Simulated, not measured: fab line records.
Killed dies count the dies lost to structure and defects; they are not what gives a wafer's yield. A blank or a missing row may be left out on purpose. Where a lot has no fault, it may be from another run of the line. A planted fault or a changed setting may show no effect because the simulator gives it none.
Chamber matching + flow nand harc + rie diel-03 running NHARC_P_STI_DESCUM_14: 4 sister chambers
The step chemistry O2, time 3 s. 14 wafers are shown with their chamber, then 7 later ones without.

## WAFERS WITH THEIR CHAMBER
| wafer  | chamber | showerhead plenum p Torr (Torr) | drypump motor current A (A) | oes product au (a.u.) |
|--------|---------|---------------------------------|-----------------------------|-----------------------|
| L076.1 | 2       | 1.99                            | 6.2                         | 0.984                 |
| L076.4 | 3       | 1.92                            | 5.3                         | 1.007                 |
| L076.5 | 2       | 1.99                            | 6.2                         | 0.982                 |
| L077.2 | 0       | 2.03                            | 5.3                         | 1.002                 |
| L077.4 | 1       | 1.89                            | 6.2                         | 0.997                 |
| L077.5 | 3       | 1.92                            | 5.3                         | 1.003                 |
| L081.1 | 2       | 1.99                            | 6.2                         | 0.987                 |
| L081.4 | 3       | 1.92                            | 5.3                         | 0.995                 |
| L081.5 | 3       | 1.91                            | 5.3                         | 1.011                 |
| L085.2 | 3       | 1.91                            | 5.3                         | 1.005                 |
| L085.3 | 1       | 1.89                            | 6.3                         | 0.981                 |
| L085.6 | 2       | 1.99                            | 6.2                         | 0.989                 |
| L089.2 | 3       | 1.91                            | 5.3                         | 1.000                 |
| L089.4 | 1       | 1.89                            | 6.2                         | 0.993                 |

SIGNATURES (averages over the wafers above)
| reading                  | chamber 0 | chamber 1 | chamber 2 | chamber 3 | scatter within a chamber |
|--------------------------|-----------|-----------|-----------|-----------|--------------------------|
| showerhead plenum p Torr | 2.0300    | 1.8900    | 1.9900    | 1.9150    | 0.00387                  |
| drypump motor current A  | 5.300     | 6.233     | 6.200     | 5.300     | 0.0258                   |
| oes product au           | 1.00200   | 0.99033   | 0.98550   | 1.00350   | 0.00568                  |
Rule: for each reading, subtract the chamber's mean from the wafer's reading, divide by that reading's scatter and square the result; add these up over the readings and take the root, which gives the wafer's distance from the chamber. The wafer belongs to the nearest chamber; if the next one is less than 2 further off, it can't be placed. The scatter: take each reading less its chamber's mean, square it, sum over the shown wafers, divide by the number of wafers less the number of chambers, and take the root.

## WAFERS WHOSE CHAMBER IS MISSING
| wafer  | showerhead plenum p Torr (Torr) | drypump motor current A (A) | oes product au (a.u.) |
|--------|---------------------------------|-----------------------------|-----------------------|
| L089.5 | 1.99                            | 6.2                         | 0.993                 |
| L090.2 | 2.03                            | 5.3                         | 0.980                 |
| L090.4 | 1.91                            | 5.3                         | 1.000                 |
| L090.5 | 1.91                            | 5.3                         | 0.998                 |
| L092.2 | 1.99                            | 6.2                         | 0.977                 |
| L092.4 | 2.03                            | 5.3                         | 0.983                 |
| L092.6 | 1.89                            | 6.3                         | 1.011                 |

## THE CHAMBER EACH PASSED THROUGH
| wafer  | from the rows above | in truth |
|--------|---------------------|----------|
| L089.5 | 2                   | 2        |
| L090.2 | 0                   | 0        |
| L090.4 | 3                   | 3        |
| L090.5 | 3                   | 3        |
| L092.2 | 2                   | 2        |
| L092.4 | 0                   | 0        |
| L092.6 | 1                   | 1        |
Correct placement for 7 of the 7. Can't be placed from these rows: 0. Placed wrongly: 0.
